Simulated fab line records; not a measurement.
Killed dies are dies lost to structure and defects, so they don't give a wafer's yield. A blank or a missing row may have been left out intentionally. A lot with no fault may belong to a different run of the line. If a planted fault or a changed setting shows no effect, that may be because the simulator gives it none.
Chamber matching    flow n5-finfet    N5_BEOL_M15_ILD_DEP_00 on pecvd-02: 3 sister chambers
The step deposits SiO2 from TEOS/O2, target thk 1629.3 nm, time 346.1 s. 6 wafers are shown with their chamber, then 10 later ones without.

WAFERS WITH THEIR CHAMBER
wafer   chamber  throttle-valve-pct (%)  showerhead-plenum-p-Torr (Torr)
L087.1  1        19.2                    8.368
L087.5  2        18.4                    8.345
L086.4  0        19.6                    8.334
L086.6  2        18.2                    8.343
L090.2  1        19.2                    8.359
L090.5  0        19.7                    8.355

WAFERS WITH NO CHAMBER GIVEN
wafer   throttle-valve-pct (%)  showerhead-plenum-p-Torr (Torr)
L090.6  18.3                    8.332
L093.1  19.4                    8.355
L093.3  19.5                    8.335
L093.4  18.2                    8.336
L095.1  18.2                    8.295
L095.2  19.1                    8.361
L095.3  19.4                    8.377
L097.2  19.5                    8.347
L097.4  19.4                    8.347
L097.5  19.7                    8.334

THE CHAMBER EACH PASSED THROUGH
wafer    from the rows above       in truth
L090.6   2                         2
L093.1   can't be placed: 1 or 0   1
L093.3   0                         0
L093.4   2                         2
L095.1   2                         2
L095.2   1                         1
L095.3   can't be placed: 1 or 0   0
L097.2   0                         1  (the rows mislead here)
L097.4   can't be placed: 0 or 1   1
L097.5   0                         0
Correct placement for 6 of the 10. From these rows, 3 cannot be placed; in 3 the true chamber is one of the candidates. Wrongly placed: 1.
How it was worked out, from the rows above alone: a wafer's distance from a chamber is the root of the sum, over the readings, of the square of ((its reading less the chamber's mean) divided by the reading's scatter). If the next closest chamber is less than 2 further off than the closest, the wafer can't be placed; otherwise it belongs to the closest. The mean given for a chamber averages the wafers shown for that chamber. The scatter is the square root of a quotient: the sum, over the shown wafers, of each reading's squared deviation from its chamber's mean, divided by wafers minus chambers.
